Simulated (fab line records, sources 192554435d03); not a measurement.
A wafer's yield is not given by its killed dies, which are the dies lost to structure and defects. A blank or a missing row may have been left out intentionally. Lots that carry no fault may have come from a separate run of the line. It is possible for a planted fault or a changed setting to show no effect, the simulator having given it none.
fab line records | flow n5Finfet
record lots=8 | wafers=24 | lastDay=19
route steps=1938 shown SD_EPI_P@307 SD_ACTIVATION@330 BEOL_M4@1111 PASSIVATION@1936
lots that met no fault: from a run of the same line without faults
startH: the number of hours between the record's first day and the start of the first shown wafer of the lot | waitH: time in hours since the lot's previous step | " same as the row above | L1.1+2: several wafers, shown together as one row | - no value, or no start was given | * or withheld: withheld | < > ~ a bound
route shown NAME@n: names a module that has steps shown in the file, with the first one's number in the route | usual: mean and standard deviation over wafers with no fault | same: alike in all rows | chamber/n: place in a boat | sites: each site's reading | _std_site: standard deviation of those values | _edge_site: inner sites' mean taken away from outer sites' mean | radiusMm: for every site, how far away it sits from the centre of the wafer | mask NAME#n: copy n | behind: the tool/chamber that last shaped the wafer | hold: the reason the lot was held/the length of the hold in hours/how it ended | device: the transistor (n, p or np) that didn't switch | end of line: tests run on the same wafers once the route is complete | a step with no rows: only its recipe | killed: count of dies lost to structure and defects at first sort (not the wafer's yield) | map: dies across one wafer; x = killed, . = not, _ = none there
set.NAME: the setting the step ran with; set.NAME@STEP: the setting that earlier step ran with | model.NAME: the simulator's own value behind a step, which no gauge read
the route's steps for a sample of lots (tables are steps, rows are wafers)
services: a tool's chamber out of use, with start hour (startH, from the record's first day; less than 0 if before it), hours out, and reason
## steps
# step N5_SD_EPI_P_ETCH_36
# recipe chemistry=CF4 | target=SiARC | targetDepthA=455 | maskMaterial=CAR-ArF-block | timeS=75.8 | ionEnergyEv=80 | pressureMtorr=40 | sourceW=545 | biasW=36 | Ar_flow_sccm=100 | cf4FlowSccm=100 | ends=cleared
# usual drypumpMotorCurrentA=5.9/0.34 | etchRfOnTimeS=76.0/1.5 | mfcArSccm=99.96/0.29 | oesProductAu=0.67/0.083 | rfVppV=184.5/1.2 | showerheadPlenumPTorr=2.18/0.062 | throttleValvePct=15.74/0.2
lot.wafer | tool       | chamber | startH | waitH | drypumpMotorCurrentA | etchRfOnTimeS | mfcArSccm | oesProductAu | rfHoursCounterH | rfVppV | showerheadPlenumPTorr | throttleValvePct
L298.1    | rieDiel-05 | 0       | 90.27  | 0.0   | 6.1                  | 77.0          | 99.86     | 0.60         | 190             | 183.9  | 2.23                  | 15.81
L298.3    | "          | 3       | "      | "     | 5.8                  | 74.8          | 99.91     | 0.61         | 213             | 185.6  | 2.20                  | 15.85
L298.4    | "          | 2       | "      | "     | 5.0                  | 74.8          | 99.87     | 0.66         | 146             | 184.9  | 2.07                  | 15.48
L300.1    | rieDiel-01 | 1       | 104.94 | 0.0   | 5.8                  | 74.3          | 100.15    | 0.61         | 228             | 185.7  | 2.21                  | 16.03
L300.3    | "          | 2       | "      | "     | 5.8                  | 75.5          | 99.67     | 0.60         | 234             | 181.9  | 2.02                  | 15.85
L300.6    | "          | 3       | "      | "     | 5.9                  | 74.1          | 99.70     | 0.78         | -               | 184.3  | 2.18                  | 15.61
L307.2    | rieDiel-05 | 2       | 144.96 | 0.0   | 5.0                  | 75.5          | 99.95     | 0.64         | 160             | 182.7  | 2.06                  | 15.52
L307.3    | "          | 0       | "      | "     | 6.1                  | 78.1          | 100.50    | 0.59         | 204             | 185.4  | 2.22                  | 15.85
L307.5    | "          | 3       | "      | "     | 5.8                  | 76.2          | 99.98     | 0.60         | -               | 185.8  | 2.20                  | 15.86
L308.1    | rieDiel-02 | 3       | 153.11 | 0.0   | 6.3                  | 74.3          | 99.50     | 0.80         | 17              | 185.6  | 2.26                  | 15.39
L308.3    | "          | 1       | "      | "     | 5.7                  | 75.9          | 99.79     | 0.83         | 1               | 184.8  | 2.20                  | 15.35
L308.6    | "          | 2       | "      | "     | 6.1                  | 78.0          | 99.61     | 0.59         | -               | 182.3  | 2.13                  | 15.57
L309.1    | rieDiel-05 | 1       | 158.55 | 0.0   | 6.0                  | 76.1          | 99.79     | 0.66         | 127             | 181.9  | 2.14                  | 15.62
L309.4    | "          | 2       | "      | "     | 5.0                  | 74.7          | 100.55    | 0.65         | 164             | 183.3  | 2.06                  | 15.54
L309.6    | "          | 0       | "      | "     | 6.1                  | 77.4          | 99.95     | 0.59         | -               | 185.7  | 2.22                  | 15.84
L312.3    | rieDiel-01 | 3       | 176.89 | 0.0   | 5.8                  | 75.8          | 100.22    | 0.74         | 52              | 183.5  | 2.18                  | 15.65
L312.5    | "          | 0       | "      | "     | 6.3                  | 76.7          | 99.60     | 0.73         | -               | 185.1  | 2.18                  | 15.80
L312.6    | "          | 1       | "      | "     | 5.8                  | 75.2          | 99.62     | 0.60         | -               | 185.2  | 2.20                  | 16.08
L314.3    | rieDiel-01 | 3       | 185.05 | 0.0   | 5.8                  | 75.7          | 99.34     | 0.74         | 56              | 183.9  | 2.18                  | 15.65
L314.4    | "          | 3       | "      | "     | 5.8                  | 76.2          | 99.49     | 0.73         | -               | 183.8  | 2.18                  | 15.64
L314.5    | "          | 0       | "      | "     | 6.3                  | 75.7          | 99.97     | 0.73         | -               | 183.0  | 2.18                  | 15.79
L315.1    | rieDiel-01 | 3       | 190.59 | 0.0   | 5.8                  | 74.9          | 100.48    | 0.74         | 59              | 184.3  | 2.18                  | 15.67
L315.3    | "          | 0       | "      | "     | 6.3                  | 75.6          | 99.97     | 0.73         | 56              | 183.9  | 2.18                  | 15.81
L315.4    | "          | 0       | "      | "     | 6.3                  | 75.3          | 99.82     | 0.73         | -               | 184.9  | 2.18                  | 15.80
# step N5_SD_EPI_P_INSPECT_26
# recipe inspectInstrument=darkfield | mode=postEpi
# usual rawDefectCount=197/45
lot.wafer | tool             | chamber | startH | waitH | rawDefectCount
L298.1    | defectInspect-02 | -       | 94.79  | 0.0   | 199
L298.3    | "                | -       | "      | "     | 216
L298.4    | "                | -       | "      | "     | 233
L300.1    | defectInspect-01 | -       | 108.63 | 0.0   | 202
L300.3    | "                | -       | "      | "     | 218
L300.6    | "                | -       | "      | "     | 282
L307.2    | defectInspect-01 | -       | 149.62 | 0.0   | 144
L307.3    | "                | -       | "      | "     | 222
L307.5    | "                | -       | "      | "     | 136
L308.1    | defectInspect-02 | -       | 157.63 | 0.0   | 186
L308.3    | "                | -       | "      | "     | 223
L308.6    | "                | -       | "      | "     | 254
L309.1    | defectInspect-02 | -       | 163.10 | 0.0   | 167
L309.4    | "                | -       | "      | "     | 138
L309.6    | "                | -       | "      | "     | 218
L312.3    | defectInspect-02 | -       | 182.54 | 0.0   | 166
L312.5    | "                | -       | "      | "     | 172
L312.6    | "                | -       | "      | "     | 192
L314.3    | defectInspect-02 | -       | 189.69 | 0.0   | 257
L314.4    | "                | -       | "      | "     | 242
L314.5    | "                | -       | "      | "     | 286
L315.1    | defectInspect-01 | -       | 194.31 | 0.0   | 197
L315.3    | "                | -       | "      | "     | 171
L315.4    | "                | -       | "      | "     | 211
# step N5_SD_ACTIVATION_RTA_00
# recipe tempC=975 | timeS=0 | ambient=N2 | idleTempC=600 | rampUpCPerS=150 | rampDownCPerS=60 | coolToC=600
# usual lampPowerPct=8.96/0.051 | lamp_zone_1_pct=8.956/0.028 | lamp_zone_7_pct=9.35/0.031 | wafer_temp_C_max=975.2/2
lot.wafer | tool         | chamber | startH | waitH | lampPowerPct | lamp_zone_1_pct | lamp_zone_7_pct | wafer_temp_C_max
L298.1    | rtpAnneal-01 | 0       | 94.84  | 0.0   | 8.88         | 8.921           | 9.36            | 974.0
L298.3    | "            | 0       | "      | "     | 9.04         | 8.934           | 9.31            | 973.6
L298.4    | "            | 0       | "      | "     | 8.87         | 9.010           | 9.35            | 973.7
L300.1    | rtpAnneal-01 | 0       | 108.66 | 0.0   | 9.04         | 8.940           | 9.32            | 975.2
L300.3    | "            | 0       | "      | "     | 8.90         | 8.962           | 9.34            | 976.7
L300.6    | "            | 0       | "      | "     | 9.01         | 8.956           | 9.33            | 975.3
L307.2    | rtpAnneal-01 | -       | 149.67 | 0.1   | -            | -               | -               | -
L307.3    | "            | -       | "      | "     | -            | -               | -               | -
L307.5    | "            | -       | "      | "     | -            | -               | -               | -
L308.1    | rtpAnneal-01 | -       | 157.66 | 0.0   | -            | -               | -               | -
L308.3    | "            | -       | "      | "     | -            | -               | -               | -
L308.6    | "            | -       | "      | "     | -            | -               | -               | -
L309.1    | rtpAnneal-02 | -       | 163.24 | 0.1   | -            | -               | -               | -
L309.4    | "            | -       | "      | "     | -            | -               | -               | -
L309.6    | "            | -       | "      | "     | -            | -               | -               | -
L312.3    | rtpAnneal-02 | 0       | 182.68 | 0.1   | 8.96         | 8.924           | 9.36            | 975.8
L312.5    | "            | 0       | "      | "     | 8.96         | 8.924           | 9.37            | 976.7
L312.6    | "            | 0       | "      | "     | 9.04         | 8.931           | 9.34            | 975.0
L314.3    | rtpAnneal-02 | 0       | 189.89 | 0.2   | 8.97         | 8.926           | 9.34            | 970.7
L314.4    | "            | 0       | "      | "     | 8.93         | 9.020           | 9.36            | 976.0
L314.5    | "            | 0       | "      | "     | 8.94         | 8.948           | 9.27            | 977.5
L315.1    | rtpAnneal-02 | 0       | 194.46 | 0.2   | 8.86         | 8.936           | 9.35            | 977.2
L315.3    | "            | 0       | "      | "     | 8.87         | 8.987           | 9.35            | 975.5
L315.4    | "            | 0       | "      | "     | 9.03         | 8.929           | 9.40            | 976.8
# step N5_SD_ACTIVATION_RS_MEAS_03
# recipe thkMeasGauge=four-point-probe
# usual RS_SD_N=21.92/0.25 | RS_SD_P=56.0/0.86
lot.wafer | tool         | chamber | startH | waitH | RS_SD_N[ohm/sq] | RS_SD_P[ohm/sq]
L298.1    | filmMetro-02 | -       | 95.25  | 0.2   | 22.20           | 56.4
L298.3    | "            | -       | "      | "     | 22.33           | 56.1
L298.4    | "            | -       | "      | "     | 22.06           | 56.2
L300.1    | filmMetro-02 | -       | 109.07 | 0.2   | 21.55           | 55.3
L300.3    | "            | -       | "      | "     | 21.90           | 54.5
L300.6    | "            | -       | "      | "     | 21.80           | 54.8
L307.2    | filmMetro-01 | -       | 150.07 | 0.2   | 25.06           | 61.2
L307.3    | "            | -       | "      | "     | 24.56           | 61.7
L307.5    | "            | -       | "      | "     | 24.75           | 61.4
L308.1    | filmMetro-01 | -       | 158.06 | 0.2   | 24.94           | 60.6
L308.3    | "            | -       | "      | "     | 24.27           | 59.6
L308.6    | "            | -       | "      | "     | 24.82           | 60.3
L309.1    | filmMetro-02 | -       | 163.64 | 0.2   | 24.56           | 61.2
L309.4    | "            | -       | "      | "     | 24.80           | 62.0
L309.6    | "            | -       | "      | "     | 24.81           | 62.1
L312.3    | filmMetro-02 | -       | 183.07 | 0.2   | 22.13           | 56.4
L312.5    | "            | -       | "      | "     | 21.99           | 56.3
L312.6    | "            | -       | "      | "     | 22.37           | 56.3
L314.3    | filmMetro-01 | -       | 190.29 | 0.2   | 22.13           | 56.9
L314.4    | "            | -       | "      | "     | 22.12           | 56.9
L314.5    | "            | -       | "      | "     | 22.03           | 57.6
L315.1    | filmMetro-01 | -       | 194.86 | 0.2   | 21.68           | 56.0
L315.3    | "            | -       | "      | "     | 21.69           | 56.3
L315.4    | "            | -       | "      | "     | 21.23           | 56.4
# step N5_SD_ACTIVATION_INSPECT_02
# recipe inspectInstrument=darkfield | mode=postAnneal
# usual rawDefectCount=207/44
lot.wafer | tool             | chamber | startH | waitH | rawDefectCount
L298.1    | defectInspect-02 | -       | 95.58  | 0.2   | 215
L298.3    | "                | -       | "      | "     | 228
L298.4    | "                | -       | "      | "     | 222
L300.1    | defectInspect-02 | -       | 109.39 | 0.2   | 242
L300.3    | "                | -       | "      | "     | 269
L300.6    | "                | -       | "      | "     | 313
L307.2    | defectInspect-02 | -       | 150.37 | 0.1   | 177
L307.3    | "                | -       | "      | "     | 259
L307.5    | "                | -       | "      | "     | 174
L308.1    | defectInspect-02 | -       | 158.38 | 0.2   | 185
L308.3    | "                | -       | "      | "     | 222
L308.6    | "                | -       | "      | "     | 234
L309.1    | defectInspect-02 | -       | 163.96 | 0.2   | 161
L309.4    | "                | -       | "      | "     | 135
L309.6    | "                | -       | "      | "     | 206
L312.3    | defectInspect-02 | -       | 183.35 | 0.1   | 184
L312.5    | "                | -       | "      | "     | 165
L312.6    | "                | -       | "      | "     | 191
L314.3    | defectInspect-02 | -       | 190.58 | 0.1   | 259
L314.4    | "                | -       | "      | "     | 240
L314.5    | "                | -       | "      | "     | 272
L315.1    | defectInspect-02 | -       | 195.19 | 0.2   | 234
L315.3    | "                | -       | "      | "     | 213
L315.4    | "                | -       | "      | "     | 271
# step N5_BEOL_M4_RC_MEAS_101
# usual DIBL_N=36.0/2.2 | DIBL_P=36.2/2.4 | IOFF_N=0.16/0.035 | IOFF_P=0.21/0.037 | IOFF_P_LIN=0.099/0.013 | ION_N=672/13 | ION_P=461/7 | RC_DENSE_N=19.0/0.51 | RC_N=15.5/0.4 | REXT_N=75.0/1.6 | REXT_P=100.3/2.6 | RS_SD_N=28.4/0.32 | RS_SD_P=65.8/0.97 | SS_N=71.4/0.69 | SS_P=73.2/0.75 | VT_N=250/3.4 | VT_N_LVT=99/3.6 | VT_P=-251/3 | VT_P_LVT=-99.1/2.7
lot.wafer | tool      | chamber | startH | waitH | DIBL_N[mV/V] | DIBL_P[mV/V] | IOFF_N[nA/um] | IOFF_P[nA/um] | IOFF_P_LIN[nA/um] | ION_N[uA/um] | ION_P[uA/um] | RC_DENSE_N[ohm.um] | RC_N[ohm.um] | REXT_N[ohm.um] | REXT_P[ohm.um] | RS_SD_N[ohm/sq] | RS_SD_P[ohm/sq] | SS_N[mV/dec] | SS_P[mV/dec] | VT_N[mV] | VT_N_LVT[mV] | VT_P[mV] | VT_P_LVT[mV]
L298.1    | prober-01 | 0       | 235.09 | 0.0   | 35.2         | 34.8         | 0.14          | 0.18          | 0.085             | 665          | 455          | 19.2               | 15.7         | 76.6           | 103.6          | 28.9            | 65.8            | 71.1         | 72.2         | 253      | 100          | -255     | -103.1
L298.3    | "         | 0       | "      | "     | 32.3         | 32.9         | 0.11          | 0.16          | 0.079             | 655          | 454          | 20.2               | 16.4         | 78.9           | 104.4          | 28.7            | 65.2            | 70.3         | 71.8         | 254      | 103          | -252     | -103.8
L298.4    | "         | 0       | "      | "     | 35.6         | 36.0         | 0.14          | 0.19          | 0.091             | 667          | 461          | 19.6               | 16.0         | 77.3           | 104.9          | 28.7            | 65.6            | 71.0         | 72.8         | 251      | 100          | -254     | -102.6
L300.1    | prober-01 | 0       | 240.70 | 0.0   | 38.1         | 37.4         | 0.20          | 0.21          | 0.097             | 667          | 455          | 19.1               | 15.7         | 75.0           | 99.8           | 27.9            | 64.4            | 72.1         | 73.1         | 250      | 97           | -252     | -99.5
L300.3    | "         | 0       | "      | "     | 38.7         | 40.3         | 0.22          | 0.26          | 0.115             | 690          | 466          | 19.4               | 15.8         | 75.2           | 99.8           | 28.8            | 63.7            | 71.9         | 74.4         | 244      | 92           | -246     | -96.0
L300.6    | "         | 0       | "      | "     | 37.8         | 39.1         | 0.19          | 0.23          | 0.106             | 677          | 459          | 19.5               | 15.8         | 74.7           | 100.4          | 28.3            | 63.7            | 71.7         | 73.5         | 248      | 95           | -252     | -98.4
L307.2    | prober-02 | 0       | 299.60 | 0.2   | 26.7         | 31.0         | 0.06          | 0.12          | 0.064             | 570          | 424          | 21.7               | 17.5         | 118.8          | 130.5          | 31.9            | 70.4            | 69.4         | 72.0         | 263      | 114          | -260     | -107.3
L307.3    | "         | 0       | "      | "     | 26.9         | 30.6         | 0.06          | 0.11          | 0.058             | 582          | 421          | 21.5               | 17.3         | 117.1          | 133.4          | 31.6            | 71.4            | 69.2         | 72.2         | 266      | 115          | -262     | -110.2
L307.5    | "         | 0       | "      | "     | 27.6         | 32.0         | 0.06          | 0.13          | 0.066             | 581          | 426          | 20.9               | 17.1         | 118.3          | 131.8          | 31.6            | 70.6            | 70.1         | 72.1         | 265      | 114          | -257     | -107.7
L309.1    | prober-01 | 0       | 302.65 | 0.0   | 27.5         | 29.8         | 0.05          | 0.10          | 0.057             | 565          | 416          | 20.6               | 17.0         | 114.5          | 128.2          | 31.1            | 70.5            | 69.6         | 72.4         | 267      | 118          | -259     | -112.7
L309.4    | "         | 0       | "      | "     | 23.7         | 25.4         | 0.03          | 0.08          | 0.047             | 559          | 414          | 20.5               | 16.8         | 116.1          | 128.7          | 31.8            | 71.9            | 68.1         | 71.0         | 273      | 123          | -266     | -114.2
L309.6    | "         | 0       | "      | "     | 23.6         | 25.5         | 0.03          | 0.08          | 0.047             | 555          | 416          | 20.5               | 16.7         | 114.9          | 128.4          | 31.8            | 71.8            | 68.2         | 70.9         | 274      | 123          | -264     | -115.0
L308.1    | prober-02 | 0       | 303.93 | 0.0   | 25.6         | 29.2         | 0.05          | 0.10          | 0.055             | 571          | 417          | 22.2               | 18.0         | 122.3          | 132.1          | 31.7            | 70.2            | 69.6         | 71.2         | 267      | 116          | -261     | -110.8
L308.3    | "         | 0       | "      | "     | 26.7         | 29.3         | 0.05          | 0.09          | 0.052             | 570          | 414          | 21.5               | 17.4         | 120.2          | 132.5          | 31.6            | 69.6            | 69.8         | 72.3         | 269      | 117          | -260     | -111.4
L308.6    | "         | 0       | "      | "     | 26.2         | 29.6         | 0.05          | 0.10          | 0.056             | 570          | 418          | 20.6               | 17.0         | 119.1          | 129.5          | 31.5            | 69.6            | 70.3         | 71.4         | 267      | 116          | -263     | -111.4
L312.3    | prober-01 | 0       | 316.21 | 0.3   | 36.3         | 35.8         | 0.16          | 0.18          | 0.090             | 681          | 460          | 18.7               | 15.2         | 72.3           | 100.6          | 28.6            | 66.4            | 71.5         | 72.7         | 248      | 95           | -254     | -99.4
L312.5    | "         | 0       | "      | "     | 36.5         | 36.5         | 0.16          | 0.19          | 0.091             | 684          | 460          | 19.4               | 15.9         | 72.8           | 101.8          | 28.6            | 66.0            | 71.9         | 73.1         | 253      | 94           | -252     | -98.2
L312.6    | "         | 0       | "      | "     | 39.1         | 39.1         | 0.21          | 0.23          | 0.101             | 696          | 462          | 18.7               | 15.2         | 72.2           | 100.8          | 28.8            | 66.7            | 71.9         | 73.3         | 245      | 93           | -251     | -96.1
L314.3    | prober-02 | 0       | 338.34 | 0.3   | 37.0         | 38.6         | 0.19          | 0.23          | 0.100             | 689          | 460          | 18.8               | 15.3         | 74.9           | 102.1          | 28.5            | 65.9            | 71.7         | 74.1         | 247      | 96           | -250     | -98.8
L314.4    | "         | 0       | "      | "     | 37.4         | 39.4         | 0.20          | 0.23          | 0.103             | 696          | 470          | 18.9               | 15.6         | 73.7           | 102.7          | 28.8            | 66.1            | 72.3         | 73.4         | 247      | 94           | -251     | -99.8
L314.5    | "         | 0       | "      | "     | 35.2         | 37.4         | 0.17          | 0.21          | 0.096             | 681          | 468          | 18.5               | 15.1         | 73.8           | 102.3          | 28.6            | 66.7            | 71.6         | 73.8         | 250      | 96           | -251     | -100.4
L315.1    | prober-01 | 0       | 341.10 | 0.0   | 36.0         | 35.5         | 0.14          | 0.20          | 0.098             | 676          | 466          | 18.9               | 15.6         | 73.6           | 98.5           | 27.9            | 65.7            | 70.8         | 73.0         | 251      | 101          | -249     | -99.4
L315.3    | "         | 0       | "      | "     | 37.5         | 37.4         | 0.18          | 0.24          | 0.111             | 682          | 473          | 18.9               | 15.4         | 72.9           | 98.2           | 27.8            | 65.2            | 71.7         | 73.2         | 249      | 97           | -247     | -97.3
L315.4    | "         | 0       | "      | "     | 36.2         | 36.2         | 0.16          | 0.21          | 0.103             | 678          | 466          | 18.7               | 15.2         | 73.2           | 98.0           | 27.6            | 66.0            | 71.3         | 73.0         | 250      | 97           | -248     | -99.1
# step N5_PASSIVATION_PROBE_49
# usual defectLimitedYield=91.2/1.4 | killed_at_M0_to_M3=34/9.4 | killed_at_M4_up=14/5.6 | killedAtContacts=13/7.8 | killedAtFrontEnd=37/10 | killedAtOther=4/3.3 | killedDies=103/17 | killedOpen=68/13 | killedShort=33/8.2 | sort_bin_5_function=5.1/0.92 | sort_bin_6_memory=3.3/0.71 | sort_bin_8_speed=0.01/0.043 | sortNPass=1077/17 | sortYieldPct=91.2/1.4
# same grossDies=1180 | killedAtBackSide=0 | sort_bin_4_leakage[%]=0
lot.wafer | tool      | chamber | startH | waitH | defectLimitedYield[%] | killed_at_M0_to_M3 | killed_at_M4_up | killedAtContacts | killedAtFrontEnd | killedAtOther | killedDies | killedOpen | killedShort | sort_bin_5_function[%] | sort_bin_6_memory[%] | sort_bin_8_speed[%] | sortNPass | sortYieldPct[%]
L309.1    | prober-01 | -       | 407.89 | 0.0   | 88.7                  | 43                 | 12              | 25               | 49               | 4             | 133        | 72         | 61          | 6.6                    | 4.2                  | 88.73               | 0         | 0
L309.4    | prober-01 | -       | 408.04 | 0.2   | 89.7                  | 35                 | 22              | 19               | 37               | 8             | 121        | 86         | 34          | 5.6                    | 4.3                  | 89.75               | 0         | 0
L309.6    | prober-01 | -       | 408.14 | 0.3   | 86.4                  | 37                 | 12              | 25               | 76               | 10            | 160        | 107        | 52          | 7.1                    | 5.8                  | 86.44               | 0         | 0
L307.2    | prober-01 | -       | 409.92 | 0.1   | 91.5                  | 34                 | 13              | 9                | 43               | 1             | 100        | 70         | 28          | 4.7                    | 3.3                  | 91.53               | 0         | 0
L307.3    | prober-01 | -       | 409.97 | 0.1   | 90.0                  | 32                 | 18              | 9                | 53               | 6             | 118        | 71         | 47          | 6.2                    | 3.5                  | 90.00               | 0         | 0
L307.5    | prober-01 | -       | 410.07 | 0.2   | 93.1                  | 29                 | 9               | 5                | 38               | 1             | 82         | 53         | 23          | 4.0                    | 2.5                  | 93.05               | 0         | 0
L308.1    | prober-02 | -       | 416.83 | 0.0   | 93.0                  | 30                 | 13              | 3                | 28               | 9             | 83         | 51         | 29          | 4.2                    | 2.5                  | 92.97               | 0         | 0
L308.3    | prober-02 | -       | 416.93 | 0.1   | 92.2                  | 22                 | 14              | 13               | 40               | 3             | 92         | 56         | 24          | 4.0                    | 2.5                  | 92.20               | 0         | 0
L308.6    | prober-02 | -       | 417.08 | 0.3   | 91.8                  | 32                 | 16              | 13               | 31               | 5             | 97         | 60         | 26          | 3.7                    | 3.2                  | 91.78               | 0         | 0
# killed by level:class
L309.1 FIN_SAQP:geometricParticle:short=21 BEOL_M0_SAQP:geometricParticle:short=16 MOL_CONTACT_COAG:geometricParticle:open=16 BEOL_M0_SAQP:geometricParticle:open=13 MOL_CONTACT_COAG:geometricParticle:short=9 STI_FIN_REVEAL:geometricParticle:open=8 BEOL_M3:geometricParticle:open=5 BEOL_M0:geometricParticle:open=5
L309.4 MOL_CONTACT_COAG:geometricParticle:open=16 FIN_SAQP:geometricParticle:open=11 BEOL_M0_SAQP:geometricParticle:open=7 BEOL_M2:geometricParticle:open=7 BEOL_M0_SAQP:geometricParticle:short=6 BEOL_M4:geometricParticle:open=6 FIN_SAQP:geometricParticle:short=5 BEOL_M7:geometricParticle:open=5
L309.6 MOL_CONTACT_COAG:geometricParticle:open=19 FIN_SAQP:geometricParticle:open=18 STI_FIN_REVEAL:geometricParticle:open=16 FIN_SAQP:geometricParticle:short=15 BEOL_M0_SAQP:geometricParticle:open=10 BEOL_M0_SAQP:geometricParticle:short=10 DUMMY_GATE:geometricParticle:open=7 BEOL_M2:geometricParticle:open=7
L307.2 STI_FIN_REVEAL:geometricParticle:open=15 BEOL_M2:geometricParticle:open=10 MOL_CONTACT_COAG:geometricParticle:open=8 FIN_SAQP:geometricParticle:open=6 BEOL_M4:geometricParticle:open=6 BEOL_M0_SAQP:geometricParticle:open=5 BEOL_M0_SAQP:geometricParticle:short=5 BEOL_M1:geometricParticle:open=4
L307.3 FIN_SAQP:geometricParticle:open=13 STI_FIN_REVEAL:geometricParticle:open=10 BEOL_M0_SAQP:geometricParticle:short=10 FIN_SAQP:geometricParticle:short=6 GATE_CUT:geometricParticle:short=6 MOL_CONTACT_COAG:geometricParticle:short=5 BEOL_M1:geometricParticle:open=5 BEOL_M8:geometricParticle:open=5
L307.5 STI_FIN_REVEAL:geometricParticle:open=9 BEOL_M0_SAQP:geometricParticle:open=8 BEOL_M1:geometricParticle:open=6 FIN_SAQP:geometricParticle:short=5 MOL_CONTACT_COAG:geometricParticle:open=5 BEOL_M1:geometricParticle:short=5 STARTING-WAFER:geometricParticle:short=5 HKMG_FIN:areaEtch=5
L308.1 BEOL_M0_SAQP:geometricParticle:open=9 BEOL_M0_SAQP:geometricParticle:short=8 STI_FIN_REVEAL:geometricParticle:open=6 BEOL_M4:geometricParticle:open=6 FIN_SAQP:geometricParticle:open=4 BEOL_M1:geometricParticle:open=4 BEOL_M3:geometricParticle:open=4 FIN_SAQP:geometricParticle:short=3
L308.3 HKMG_FIN:areaEtch=12 MOL_CONTACT_COAG:geometricParticle:open=9 FIN_SAQP:geometricParticle:short=8 STI_FIN_REVEAL:geometricParticle:open=7 FIN_SAQP:geometricParticle:open=5 BEOL_M3:geometricParticle:open=5 BEOL_M0_SAQP:geometricParticle:open=5 BEOL_M4:geometricParticle:open=5
L308.6 MOL_CONTACT_COAG:geometricParticle:open=10 HKMG_FIN:areaEtch=9 BEOL_M0_SAQP:geometricParticle:open=8 BEOL_M3:geometricParticle:open=8 BEOL_M2:geometricParticle:open=7 FIN_SAQP:geometricParticle:open=6 FIN_SAQP:geometricParticle:short=5 BEOL_M4:geometricParticle:open=5
## services
tool       | chamber | startH | hours | kind
rieDiel-01 | 3       | 78.87  | 5.7   | repair
rieDiel-05 | 1       | 109.28 | 4.8   | repair
rieDiel-02 | 1       | 138.98 | -     | clean
rieDiel-02 | 1       | 138.98 | -     | consumableReplace:focusRing
rieDiel-02 | 1       | 138.98 | 11.9  | scheduledDown
rieDiel-02 | 1       | 138.98 | 11.9  | ventCycle
rieDiel-05 | 1       | 140.73 | 9.1   | repair
rieDiel-01 | 3       | 144.44 | 4.0   | repair
rieDiel-01 | 2       | 168.39 | -     | clean
rieDiel-01 | 2       | 168.39 | -     | consumableReplace:focusRing
rieDiel-01 | 2       | 168.39 | -     | consumableReplace:showerhead
rieDiel-01 | 2       | 168.39 | 21.4  | scheduledDown
rieDiel-01 | 2       | 168.39 | 21.4  | ventCycle
rieDiel-02 | 2       | 177.07 | 8.7   | repair
rieDiel-01 | 1       | 189.91 | -     | clean
rieDiel-01 | 1       | 189.91 | -     | consumableReplace:focusRing
rieDiel-01 | 1       | 189.91 | 30.6  | scheduledDown
rieDiel-01 | 1       | 189.91 | 30.6  | ventCycle
## key
firstSign step=N5_SD_ACTIVATION_RTA_00 | reading=toolRecord | direction=missing
effect step=N5_SD_ACTIVATION_RS_MEAS_03 | reading=RS_SD_N | direction=up | sigmas=11 | usual=21.92 | struck=24.73
effect step=N5_BEOL_M4_RC_MEAS_101 | reading=REXT_N | direction=up | sigmas=26 | usual=75.0 | struck=117.9
effect step=N5_BEOL_M4_RC_MEAS_101 | reading=REXT_P | direction=up | sigmas=12 | usual=100.3 | struck=130.6
effect step=N5_BEOL_M4_RC_MEAS_101 | reading=RS_SD_N | direction=up | sigmas=10 | usual=28.4 | struck=31.6
effect step=N5_BEOL_M4_RC_MEAS_101 | reading=ION_N | direction=down | sigmas=8.2 | usual=672 | struck=569
effect step=N5_BEOL_M4_RC_MEAS_101 | reading=ION_P | direction=down | sigmas=6 | usual=461 | struck=418
effect step=N5_BEOL_M4_RC_MEAS_101 | reading=VT_N | direction=up | sigmas=5.2 | usual=250 | struck=268
effect step=N5_BEOL_M4_RC_MEAS_101 | reading=VT_N_LVT | direction=up | sigmas=5.2 | usual=99 | struck=117
effect step=N5_BEOL_M4_RC_MEAS_101 | reading=RS_SD_P | direction=up | sigmas=5.1 | usual=65.8 | struck=70.7
effect step=N5_BEOL_M4_RC_MEAS_101 | reading=DIBL_N | direction=down | sigmas=4.6 | usual=36.0 | struck=26.0
effect step=N5_BEOL_M4_RC_MEAS_101 | reading=VT_P_LVT | direction=down | sigmas=4.5 | usual=-99.1 | struck=-111.2
effect step=N5_BEOL_M4_RC_MEAS_101 | reading=RC_N | direction=up | sigmas=4.2 | usual=15.5 | struck=17.2
effect step=N5_BEOL_M4_RC_MEAS_101 | reading=RC_DENSE_N | direction=up | sigmas=4.2 | usual=19.0 | struck=21.1
effect step=N5_PASSIVATION_PROBE_49 | reading=sort_bin_8_speed | direction=up | sigmas=99+ | usual=0.01 | struck=90.72
metAt N5_SD_ACTIVATION_RTA_00
struckLots L307,L308,L309
baselineLoss step=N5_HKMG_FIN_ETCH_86 | wafers=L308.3
notActingAt N5_SD_EPI_P_ETCH_36,N5_SD_EPI_P_INSPECT_26,N5_SD_ACTIVATION_INSPECT_02
onsetBetween 108.66 149.67
fault kind=skippedStepWhole | tool=rtpAnneal-01,rtpAnneal-02 | chamber=- | onsetH=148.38 | steps=N5_SD_ACTIVATION_RTA_00 | scope=struckLotsOnly
# baselineLoss: these wafers lose ten dies or more at that step, a loss of the line's own and not of a fault; the sort's usual values leave them out
